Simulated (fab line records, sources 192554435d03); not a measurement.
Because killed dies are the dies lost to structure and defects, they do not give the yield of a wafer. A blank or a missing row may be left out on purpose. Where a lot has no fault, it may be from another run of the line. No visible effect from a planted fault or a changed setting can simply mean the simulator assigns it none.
fab line records | flow n5-finfet
record lots=7 wafers=39
route steps=1938 shown WELL_APT@47 PMOS_HMC_CHANNEL_EPI@74 DUMMY_GATE@237 GATE_CUT@477
start-h: start of the lot's first displayed wafer, in hours after the record's first day | wait-h: how many hours have passed since the lot's step before this one | " unchanged from the row above | L1.1+2: several wafers, shown together as one row | - no value, or no start given | * or withheld: withheld | < > ~ a bound
route shown NAME@n: names a module that has steps shown in the file, with the first one's number in the route | usual: the fault-free wafers' mean and standard deviation | same: alike in all rows | chamber/n: place in a boat | sites: readings site by site | _std_site: the standard deviation of these | _edge_site: mean of outer sites minus mean of inner sites | radius-mm: for every site, how far away it sits from the centre of the wafer | mask NAME#n: copy n | behind: the tool/chamber that last shaped the wafer | hold: cause of the lot's hold/its duration in hours/its outcome | device: the n, p or np transistor that did not switch | end of line: tests run on the same wafers once the route is complete | for a step that has no rows: nothing shown but its recipe | killed: at the first sort, the dies lost to defects and structure; wafer yield is something else | map: a wafer's dies, marking killed ones x, the rest . and places with no die _
set.NAME: the setting the step ran with; set.NAME@STEP: the setting that earlier step ran with | model.NAME: the simulator's own value behind a step, which no gauge read
lots whose settings were changed on purpose; a table a step, a row a wafer
## steps
# step N5_WELL_APT_IMPLANT_31
# recipe species=B energy-kev=60 dose-cm2=1.5e+13 tilt-deg=0 rotation-deg=0
# columns lot.wafer tool chamber start-h wait-h set.energy-kev model.implant.rp-nm model.implant.drp-nm
L079.1+3+6 implanter-01 0 48.39 0.1 60 185 64.53
L079.2+4+5 " 0 " " 63.21 197.8 66.31
L081.1+4+6 implanter-02 0 58.73 0.1 60 189.4 64.53
L081.2+3+5 " 0 " " 56.9 180.4 62.73
L083.3+4+6 implanter-01 0 69.44 0.1 60 188.1 64.53
L088.1+2+3+4+5+6 implanter-02 0 99.76 0.1 60 183.5 64.53
L091.1+5+6 implanter-02 0 117.19 0.1 66.33 219.2 67.97
L091.2+3+4 " 0 " " 60 189.6 64.53
L093.1+2+6 implanter-02 0 129.13 0.1 56.9 179.7 62.73
L093.3+4+5 " 0 " " 60 188.7 64.53
L097.1+2+3+4+5+6 implanter-01 0 153.14 0.1 60 191.5 64.53
# step N5_PMOS_HMC_CHANNEL_EPI_FIN_RECESS_16
# recipe chemistry=HBr/Cl2 target=Si mask-material=SiO2 target-depth-a=540 time-s=18 pressure-mtorr=10 icp-w=800 bias-w=75 HBr_flow_sccm=150 Cl2_flow_sccm=80
# columns lot.wafer tool chamber start-h wait-h set.time-s model.etch.depth-nm model.PMOS_HMC_CHANNEL_EPI.feature-depth-nm
L079.1 rie-si-05 3 51.16 0.0 18.99 55.96 55.96
L079.2 " 1 " " 18.99 54.49 54.49
L079.3 " 0 " " 18 54.4 54.4
L079.4 " 2 " " 18.99 55.82 55.82
L079.5 " 0 " " 18 54.54 54.54
L079.6 " 3 " " 18 53.28 53.28
L081.1 rie-si-05 3 61.27 0.0 18 53.89 53.89
L081.2 " 2 " " 19.18 56.85 56.85
L081.3 " 1 " " 18 52.74 52.74
L081.4 " 0 " " 19.18 58.55 58.55
L081.5 " 3 " " 19.18 57.65 57.65
L081.6 " 2 " " 18 53.83 53.83
L083.3 rie-si-01 3 72.87 0.0 18 53.84 53.84
L083.4 " 0 " " 18 54.7 54.7
L083.6 " 3 " " 18 53.81 53.81
L088.1 rie-si-05 3 102.24 0.0 18 54.14 54.14
L088.2 " 0 " " 16.7 50.8 50.8
L088.3 " 2 " " 18 53.36 53.36
L088.4 " 1 " " 18 52.93 52.93
L088.5 " 1 " " 16.7 48.67 48.67
L088.6 " 0 " " 16.7 50.96 50.96
L091.1 rie-si-05 1 120.19 0.0 18 52.14 52.14
L091.2 " 3 " " 16.83 50.2 50.2
L091.3 " 0 " " 18 54.33 54.33
L091.4 " 2 " " 16.83 49.75 49.75
L091.5 " 3 " " 18 53.97 53.97
L091.6 " 2 " " 16.83 49.77 49.77
L093.1 rie-si-05 2 131.90 0.0 18 53.37 53.37
L093.2 " 1 " " 18 52.48 52.48
L093.3 " 0 " " 18 54.93 54.93
L093.4 " 3 " " 18 54.33 54.33
L093.5 " 0 " " 18 54.78 54.78
L093.6 " 1 " " 18 52.98 52.98
L097.1 rie-si-05 1 155.95 0.0 18 51.96 51.96
L097.2 " 3 " " 18 53.68 53.68
L097.3 " 0 " " 18 54.35 54.35
L097.4 " 2 " " 18.9 56.58 56.58
L097.5 " 3 " " 18.9 56.81 56.81
L097.6 " 2 " " 18.9 56.75 56.75
# step N5_PMOS_HMC_CHANNEL_EPI_PRECLEAN_36
# recipe chemistry=O3/DIW time-s=45 temp-c=22 o3-ppm=10
# step N5_PMOS_HMC_CHANNEL_EPI_PRECLEAN_18
# recipe chemistry=DHF time-s=30 temp-c=25 dilution=withheld
# step N5_PMOS_HMC_CHANNEL_EPI_SRD_39
# recipe dry=ipa-marangoni time-s=30 temp-c=23 rinse-liquid=diw
# step N5_PMOS_HMC_CHANNEL_EPI_CMP_21
# recipe material=SiGe30 post-cmp-clean=alkaline-brush target-thk-nm=54
# step N5_PMOS_HMC_CHANNEL_EPI_THK_MEAS_22
# recipe reads=SiGe30_of_PMOS_HMC_CHANNEL_EPI_EPI_20
# usual HMC_CMP_THK=53.7/1.1
# columns lot.wafer tool chamber start-h wait-h set.time-s@PMOS_HMC_CHANNEL_EPI_FIN_RECESS_16 HMC_CMP_THK[nm]
L079.1 film-metro-01 - 52.97 - 18.99 56.1
L079.2 " - " " 18.99 54.7
L079.3 " - " " 18 54.4
L079.4 " - " " 18.99 55.8
L079.5 " - " " 18 54.5
L079.6 " - " " 18 53.4
L081.1 film-metro-02 - 63.08 - 18 54.0
L081.2 " - " " 19.18 56.9
L081.3 " - " " 18 53.0
L081.4 " - " " 19.18 58.5
L081.5 " - " " 19.18 58.1
L081.6 " - " " 18 54.0
L083.3 film-metro-01 - 74.67 - 18 53.8
L083.4 " - " " 18 54.9
L083.6 " - " " 18 53.7
L088.1 film-metro-01 - 104.04 - 18 54.2
L088.2 " - " " 16.7 50.9
L088.3 " - " " 18 53.4
L088.4 " - " " 18 52.8
L088.5 " - " " 16.7 48.9
L088.6 " - " " 16.7 50.9
L091.1 film-metro-01 - 121.99 - 18 52.0
L091.2 " - " " 16.83 50.2
L091.3 " - " " 18 54.5
L091.4 " - " " 16.83 49.6
L091.5 " - " " 18 54.0
L091.6 " - " " 16.83 49.7
L093.1 film-metro-01 - 133.72 - 18 53.3
L093.2 " - " " 18 52.4
L093.3 " - " " 18 55.0
L093.4 " - " " 18 54.2
L093.5 " - " " 18 54.7
L093.6 " - " " 18 52.9
L097.1 film-metro-02 - 157.75 - 18 51.8
L097.2 " - " " 18 53.4
L097.3 " - " " 18 54.2
L097.4 " - " " 18.9 56.3
L097.5 " - " " 18.9 56.7
L097.6 " - " " 18.9 56.7
# step N5_DUMMY_GATE_ETCH_37
# recipe chemistry=N2/H2 target=SOC target-depth-a=600 overetch-a=300 temp-c=40 ion-energy-ev=200 pressure-mtorr=30 source-w=840 bias-w=150 n2-flow-sccm=200 h2-flow-sccm=200
# usual rf-vpp-V=523.9/1.9
# columns lot.wafer tool chamber start-h wait-h set.source-w rf-vpp-V
L079.1 rie-diel-03 1 80.30 0.0 840 525.6
L079.2 " 0 " " 682.3 560.0
L079.3 " 2 " " 682.3 565.9
L079.4 " 3 " " 840 524.6
L079.5 " 3 " " 840 524.4
L079.6 " 0 " " 682.3 559.7
L081.1 rie-diel-02 1 89.13 0.0 739.9 544.8
L081.2 " 2 " " 739.9 545.7
L081.3 " 3 " " 739.9 547.9
L081.4 " 0 " " 840 523.5
L081.5 " 3 " " 840 522.8
L081.6 " 0 " " 840 523.0
L083.3 rie-diel-02 3 102.60 0.0 840 523.5
L083.4 " 2 " " 840 525.2
L083.6 " 0 " " 840 522.6
L088.1 rie-diel-02 1 130.54 0.0 773.7 536.1
L088.2 " 0 " " 840 520.5
L088.3 " 3 " " 840 523.4
L088.4 " 2 " " 773.7 537.1
L088.5 " 2 " " 773.7 538.2
L088.6 " 3 " " 840 523.9
L091.1 rie-diel-03 2 148.40 0.0 840 526.0
L091.2 " 3 " " 840 523.6
L091.3 " 1 " " 840 527.1
L091.4 " 0 " " 735.7 546.3
L091.5 " 0 " " 735.7 546.6
L091.6 " 3 " " 735.7 548.3
L093.1 rie-diel-02 3 159.82 0.0 840 523.1
L093.2 " 0 " " 959.3 498.9
L093.3 " 2 " " 959.3 501.2
L093.4 " 1 " " 959.3 499.3
L093.5 " 0 " " 840 522.4
L093.6 " 3 " " 840 523.9
L097.1 rie-diel-03 0 183.70 0.0 840 521.0
L097.2 " 1 " " 965 501.5
L097.3 " 3 " " 840 526.1
L097.4 " 2 " " 840 527.2
L097.5 " 1 " " 965 502.7
L097.6 " 0 " " 965 498.3
# step N5_DUMMY_GATE_ETCH_32
# recipe chemistry=CF4 target=SiO2 target-depth-a=35 time-s=3.9 ion-energy-ev=350 pressure-mtorr=10 icp-w=800 bias-w=400 cf4-flow-sccm=80
# columns lot.wafer tool chamber start-h wait-h set.time-s model.etch.depth-nm
L079.1 rie-si-01 1 80.82 0.1 3.9 3.431
L079.2 " 2 " " 3.9 3.401
L079.3 " 3 " " 3.9 3.442
L079.4 " 0 " " 3.9 3.486
L079.5 " 2 " " 3.9 3.399
L079.6 " 3 " " 3.9 3.471
L081.1 rie-si-05 0 89.65 0.1 3.9 3.591
L081.2 " 2 " " 3.9 3.413
L081.3 " 3 " " 3.9 3.529
L081.4 " 1 " " 3.9 3.339
L081.5 " 0 " " 3.9 3.588
L081.6 " 3 " " 3.9 3.507
L083.3 rie-si-02 0 103.12 0.1 3.9 3.522
L083.4 " 2 " " 3.9 3.434
L083.6 " 2 " " 3.9 3.479
L088.1 rie-si-01 2 131.07 0.1 4.558 4.051
L088.2 " 1 " " 3.9 3.524
L088.3 " 0 " " 3.9 3.478
L088.4 " 3 " " 4.558 4.067
L088.5 " 3 " " 3.9 3.481
L088.6 " 2 " " 4.558 4.022
L091.1 rie-si-02 3 148.93 0.1 3.9 3.56
L091.2 " 2 " " 3.9 3.457
L091.3 " 0 " " 3.9 3.534
L091.4 " 1 " " 3.9 3.352
L091.5 " 2 " " 3.9 3.45
L091.6 " 3 " " 3.9 3.576
L093.1 rie-si-01 0 160.65 0.1 3.9 3.485
L093.2 " 3 " " 3.9 3.421
L093.3 " 1 " " 3.207 2.872
L093.4 " 2 " " 3.207 2.81
L093.5 " 3 " " 3.9 3.419
L093.6 " 2 " " 3.207 2.844
L097.1 rie-si-01 3 184.22 0.1 3.9 3.457
L097.2 " 0 " " 4.459 3.981
L097.3 " 1 " " 3.9 3.488
L097.4 " 2 " " 4.459 3.986
L097.5 " 0 " " 3.9 3.498
L097.6 " 1 " " 4.459 4.011
# step N5_GATE_CUT_HM_DEP_46
# recipe material=SiO2 target-thk-a=1300 temp-c=400 precursor=TEOS/O2 pressure-torr=6.5 rf-w=900 teos-flow-sccm=161.4 gas=O2 flow-sccm=2650 time-s=26.6
# columns lot.wafer tool chamber start-h wait-h set.target-thk-a model.SiO2_of_GATE_CUT_HM_DEP_46.thk-nm
L079.1 pecvd-02 0 117.52 0.0 1300 129.6
L079.2 " 1 " " 1134 115.2
L079.3 " 2 " " 1134 110.6
L079.4 " 2 " " 1300 130
L079.5 " 1 " " 1134 115.4
L079.6 " 0 " " 1300 130.6
L081.1 pecvd-02 1 126.57 0.0 1300 130.8
L081.2 " 0 " " 1300 129
L081.3 " 2 " " 1300 127.4
L081.4 " 1 " " 1300 129.8
L081.5 " 0 " " 1300 131.6
L081.6 " 2 " " 1300 129.2
L083.3 pecvd-01 2 138.14 0.0 1300 129.2
L083.4 " 2 " " 1300 129.4
L083.6 " 1 " " 1300 133.4
L088.1 pecvd-02 0 166.49 0.0 1195 119
L088.2 " 1 " " 1195 118.2
L088.3 " 2 " " 1300 127.2
L088.4 " 2 " " 1300 126.4
L088.5 " 0 " " 1195 120.8
L088.6 " 1 " " 1300 130.8
L091.1+5 pecvd-01 0,2 184.15 0.0 1300 130.6
L091.2 " 2 " " 1224 119.8
L091.3 " 1 " " 1224 123.4
L091.4 " 1 " " 1300 133.2
L091.6 " 0 " " 1224 125.2
L093.1 pecvd-03 0 196.10 0.0 1486 148.2
L093.2 " 1 " " 1300 129.6
L093.3 " 2 " " 1300 129
L093.4 " 1 " " 1486 150.2
L093.5 " 0 " " 1300 131.8
L093.6 " 2 " " 1486 151
L097.1 pecvd-01 0 222.48 0.0 1300 131
L097.2+5 " 1,2 " " 1300 130.2
L097.3 " 2 " " 1300 128
L097.4 " 1 " " 1300 132.8
L097.6 " 0 " " 1300 133
# step N5_GATE_CUT_COAT_34
# recipe resist=SOC temp-c=250 time-s=60 spin-rpm=1500 resist-thk-nm=60
# step N5_GATE_CUT_COAT_35
# recipe resist=SiARC temp-c=220 time-s=60 spin-rpm=1500 resist-thk-nm=10
# step N5_GATE_CUT_STRIP_38
# recipe chemistry=N2/H2 temp-c=40 n2-flow-sccm=200 h2-flow-sccm=200 rf-frequency-hz=6e+07
# step N5_GATE_CUT_STRIP_39
# recipe chemistry=N2/H2 temp-c=40 n2-flow-sccm=200 h2-flow-sccm=200 rf-frequency-hz=6e+07
# step N5_GATE_CUT_HM_OPEN_40
# recipe chemistry=C4F6/O2 target=SiO2 mask-material=SiARC target-depth-a=1390 time-s=85.1 ion-energy-ev=250 pressure-mtorr=30 source-w=345 bias-w=185 Ar_flow_sccm=300 C4F6_flow_sccm=10 O2_flow_sccm=10 ends=cleared
# usual etch-rf-on-time-s=93.0/2.1
# columns lot.wafer tool chamber start-h wait-h set.target-thk-a@GATE_CUT_HM_DEP_46 etch-rf-on-time-s model.etch.depth-nm model.SOC_of_GATE_CUT_COAT_34.thk-nm
L079.1 rie-diel-05 3 118.20 0.0 1300 92.5 129.5 31.8
L079.2 " 1 " " 1134 82.2 115.2 36.6
L079.3 " 2 " " 1134 78.1 110.6 37
L079.4 " 0 " " 1300 95.1 130.1 33
L079.5 " 0 " " 1134 83.9 115.5 35.8
L079.6 " 1 " " 1300 93.7 130.6 33.4
L081.1 rie-diel-05 1 127.20 0.0 1300 93.7 130.8 33.4
L081.2 " 3 " " 1300 91.1 129 31.6
L081.3 " 2 " " 1300 90.2 127.3 33.4
L081.4 " 0 " " 1300 95.1 129.9 32.8
L081.5 " 3 " " 1300 93.1 131.6 31.2
L081.6 " 2 " " 1300 91.5 129.2 32.8
L083.3 rie-diel-05 1 138.76 0.0 1300 93.8 129.1 34.2
L083.4 " 1 " " 1300 94.0 129.4 34.2
L083.6 " 2 " " 1300 95.1 133.4 32.6
L088.1 rie-diel-03 1 167.24 0.0 1195 85.0 118.9 34.8
L088.2 " 3 " " 1195 83.8 118.3 35.2
L088.3 " 2 " " 1300 92.7 127.2 33
L088.4 " 0 " " 1300 90.7 126.4 33.4
L088.5 " 3 " " 1195 85.5 120.8 34.8
L088.6 " 0 " " 1300 94.3 130.9 32.2
L091.1 rie-diel-03 1 184.79 0.0 1300 91.6 130.6 32.8
L091.2 " 2 " " 1224 88.1 119.7 34.8
L091.3 " 0 " " 1224 87.7 123.4 34.4
L091.4 " 3 " " 1300 93.3 133.2 32.6
L091.5 " 3 " " 1300 92.0 130.5 33
L091.6 " 0 " " 1224 89.1 125.1 34
L093.1 rie-diel-03 1 196.85 0.0 1486 105.0 148.1 28.6
L093.2 " 0 " " 1300 92.2 129.6 32.6
L093.3 " 3 " " 1300 91.4 129.1 32.8
L093.4 " 1 " " 1486 106.4 150.3 28.2
L093.5 " 0 " " 1300 94.5 131.8 32.4
L093.6 " 3 " " 1486 107.5 151 28.4
L097.1 rie-diel-03 3 223.76 0.0 1300 92.2 130.9 32.4
L097.2 " 2 " " 1300 95.8 130.2 32.4
L097.3 " 1 " " 1300 90.5 128 32.8
L097.4 " 0 " " 1300 95.6 132.7 32.2
L097.5 " 0 " " 1300 93.4 130.2 32.8
L097.6 " 1 " " 1300 93.8 133 32.2
# step N5_GATE_CUT_STRIP_41
# recipe chemistry=CF4 resist=SiARC power-w=300 bias-power-w=75 pressure-mtorr=50 cf4-flow-sccm=150 rf-frequency-hz=6e+07
# step N5_GATE_CUT_STRIP_42
# recipe chemistry=O2 power-w=400 temp-c=40 pressure-mtorr=30 rf-frequency-hz=6e+07 bias-power-w=0 overash-fraction=0.3 o2-flow-sccm=225
# step N5_GATE_CUT_ALD_22
# recipe material=SiNx target-thk-a=160 temp-c=400 ald-precursor-family=SiH2I2 ald-co-reactant=N2/H2-plasma pulse-time-s=1 ald-cycles=320 purge-time-s=2 co-reactant-purge-time-s=2 pressure-torr=2
# step N5_GATE_CUT_CMP_23
# recipe stop-on=SiO2 t-overpolish-s=23.4 post-cmp-clean=alkaline-brush down-force-psi=2.5 platen-rpm=51.8 pad-velocity-m-s=1.0307 target-thk-nm=16
# step N5_GATE_CUT_THK_MEAS_24
# recipe reads=SiO2_of_GATE_CUT_HM_DEP_46+SiO2_flowable_of_ILD0_FCVD_FILL_01
# usual GC_FILL_THK=219.4/2.2
# columns lot.wafer tool chamber start-h wait-h set.target-thk-a@GATE_CUT_HM_DEP_46 GC_FILL_THK[nm]
L079.1 film-metro-02 - 120.66 - 1300 217.7
L079.2 " - " " 1134 205.4
L079.3 " - " " 1134 199.8
L079.4 " - " " 1300 220.4
L079.5 " - " " 1134 204.1
L079.6 " - " " 1300 220.1
L081.1 film-metro-01 - 129.66 - 1300 220.1
L081.2 " - " " 1300 218.4
L081.3 " - " " 1300 217.7
L081.4 " - " " 1300 219.5
L081.5 " - " " 1300 222.9
L081.6 " - " " 1300 220.0
L083.3 film-metro-02 - 141.62 - 1300 217.2
L083.4 " - " " 1300 217.1
L083.6 " - " " 1300 221.7
L088.1 film-metro-02 - 169.70 - 1195 209.7
L088.2 " - " " 1195 207.9
L088.3 " - " " 1300 217.4
L088.4 " - " " 1300 215.4
L088.5 " - " " 1195 211.1
L088.6 " - " " 1300 221.1
L091.1 film-metro-01 - 187.53 - 1300 219.0
L091.2 " - " " 1224 208.6
L091.3 " - " " 1224 211.7
L091.4 " - " " 1300 223.9
L091.5 " - " " 1300 218.9
L091.6 " - " " 1224 214.8
L093.1 film-metro-01 - 199.31 - 1486 237.9
L093.2 " - " " 1300 217.9
L093.3 " - " " 1300 218.3
L093.4 " - " " 1486 239.2
L093.5 " - " " 1300 221.0
L093.6 " - " " 1486 239.3
L097.1 film-metro-01 - 226.21 - 1300 221.3
L097.2 " - " " 1300 219.0
L097.3 " - " " 1300 216.8
L097.4 " - " " 1300 222.3
L097.5 " - " " 1300 219.0
L097.6 " - " " 1300 222.3
# step N5_GATE_CUT_CMP_43
# recipe material=SiO2 post-cmp-clean=rinse-only
# columns lot.wafer tool chamber start-h wait-h set.target-thk-a@GATE_CUT_HM_DEP_46 model.SiO2_of_GATE_CUT_HM_DEP_46.thk-nm
L079.3 cmp-03 1 120.75 0.1 1134 4
L079.2+5 " 2 " " 1134 4.2
L079.4+1+6 " 3,0,1 " " 1300 5
L081.4+2+1+5+6 cmp-01 3,1,2,3,0 129.69 0.0 1300 5
L081.3 " 0 " " 1300 4.8
L083.3+4 cmp-01 0,3 141.65 0.0 1300 5
L083.6 " 1 " " 1300 5.2
L088.2+1 cmp-01 2,1 169.73 0.0 1195 4.4
L088.4+3 " 3,0 " " 1300 4.8
L088.6 " 2 " " 1300 5
L088.5 " 3 " " 1195 4.6
L091.4 cmp-02 3 187.56 0.0 1300 5.2
L091.1+5 " 0 " " 1300 5
L091.2+3 " 1,2 " " 1224 4.6
L091.6 " 3 " " 1224 4.8
L093.3+2+5 cmp-02 3,1,0 199.34 0.0 1300 5
L093.4+6 " 0,3 " " 1486 6
L093.1 " 2 " " 1486 5.8
L097.4+6 cmp-02 1,2 226.24 0.0 1300 5.2
L097.3 " 2 " " 1300 4.8
L097.1+2+5 " 3,0,1 " " 1300 5
## key
split step=N5_WELL_APT_IMPLANT_31 setting=energy-kev stated=60 by=wafer
response step=N5_WELL_APT_IMPLANT_31 reading=model.implant.rp-nm change=+2.45 per=1% r=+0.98
response step=N5_WELL_APT_IMPLANT_31 reading=model.implant.drp-nm change=+0.333 per=1% r=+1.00
split step=N5_PMOS_HMC_CHANNEL_EPI_FIN_RECESS_16 setting=time-s stated=18 by=wafer
response step=N5_PMOS_HMC_CHANNEL_EPI_FIN_RECESS_16 reading=model.etch.depth-nm change=+0.515 per=1% r=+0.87
response step=N5_PMOS_HMC_CHANNEL_EPI_FIN_RECESS_16 reading=model.PMOS_HMC_CHANNEL_EPI.feature-depth-nm change=+0.515 per=1% r=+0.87
response step=N5_PMOS_HMC_CHANNEL_EPI_THK_MEAS_22 reading=HMC_CMP_THK change=+0.517 per=1% r=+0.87
split step=N5_DUMMY_GATE_ETCH_37 setting=source-w stated=840 by=wafer
response step=N5_DUMMY_GATE_ETCH_37 reading=rf-vpp-V change=-1.8 per=1% r=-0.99
split step=N5_DUMMY_GATE_ETCH_32 setting=time-s stated=3.9 by=wafer
response step=N5_DUMMY_GATE_ETCH_32 reading=model.etch.depth-nm change=+0.0339 per=1% r=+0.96
split step=N5_GATE_CUT_HM_DEP_46 setting=target-thk-a stated=1300 by=wafer
response step=N5_GATE_CUT_HM_DEP_46 reading=model.SiO2_of_GATE_CUT_HM_DEP_46.thk-nm change=+1.31 per=1% r=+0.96
response step=N5_GATE_CUT_HM_OPEN_40 reading=etch-rf-on-time-s change=* per=1% r=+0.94
response step=N5_GATE_CUT_HM_OPEN_40 reading=model.etch.depth-nm change=+1.31 per=1% r=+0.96
response step=N5_GATE_CUT_HM_OPEN_40 reading=model.SOC_of_GATE_CUT_COAT_34.thk-nm change=-0.286 per=1% r=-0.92
response step=N5_GATE_CUT_THK_MEAS_24 reading=GC_FILL_THK change=+1.31 per=1% r=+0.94
response step=N5_GATE_CUT_CMP_43 reading=model.SiO2_of_GATE_CUT_HM_DEP_46.thk-nm change=+0.0642 per=1% r=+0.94
